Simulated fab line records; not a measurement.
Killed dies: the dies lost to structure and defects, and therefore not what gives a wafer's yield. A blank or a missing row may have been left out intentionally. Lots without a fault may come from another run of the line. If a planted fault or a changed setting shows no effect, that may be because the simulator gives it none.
The tool behind it: which one?    flow n5-finfet    12 lots with 36 wafers sampled at 2 steps, on a route of 1938 steps

== WHAT THE GAUGES READ, wafer by wafer ==
N5_BEOL_M15_INSPECT_55: inspects for defects (darkfield).
lot   measured      on                 raw-defect-count
L075  day 12 11:31  defect-inspect-02  70 67 95
L076  day 13 04:23  defect-inspect-02  56 28 68
L080  day 13 15:33  defect-inspect-01  80 59 46
L082  day 14 07:47  defect-inspect-01  62 46 82
L083  day 14 16:31  defect-inspect-01  55 113 48
L085  day 15 12:37  defect-inspect-02  112 117 94
L088  day 15 19:48  defect-inspect-01  60 87 66
L090  day 16 17:58  defect-inspect-02  70 44 53
L091  day 17 02:16  defect-inspect-02  53 37 40
L095  day 17 20:41  defect-inspect-01  90 95 83
L093  day 18 01:56  defect-inspect-01  59 55 44
L097  day 18 14:19  defect-inspect-01  76 80 95

== WHICH TOOL RAN EACH LOT (tool, then ch and the chambers of the sampled wafers, then the start) ==
lot   N5_BEOL_M15_SPUTTER_43
L075  pvd-sputter-03, day 12 10:14
L076  pvd-sputter-03, day 13 03:06
L080  pvd-sputter-01, day 13 14:00
L082  pvd-sputter-03, day 14 05:42
L083  pvd-sputter-02, day 14 15:17
L085  pvd-sputter-02, day 15 11:12
L088  pvd-sputter-02, day 15 18:32
L090  pvd-sputter-02, day 16 16:40
L091  pvd-sputter-03, day 17 00:47
L095  pvd-sputter-01, day 17 19:24
L093  pvd-sputter-03, day 18 00:20
L097  pvd-sputter-01, day 18 12:28
- N5_BEOL_M15_SPUTTER_43: material TaN, target thk 15 nm, time 24.19 s.

== THE ANSWER, worked out from the rows above alone ==
Rule: the usual values come from the lots themselves. The widest of any qualifying gaps counts: lots, ordered by their means at a reading, are off when they make up no more than a third of the lots, leave a main group of 4 or more, and stand apart from it by 3 or more times the standard deviation of that group's means. A main group whose means are all the same, to the digits that the tables above print for the reading, isn't used. Also off: a lot with no number at a reading for which 4 or more lots have one. Where the step has rows for the other lots, those lots are counted as sound.
No lot is off on any of the readings shown, so nothing can be concluded from this.

== WHAT WAS PUT IN BY THE SIMULATOR ==
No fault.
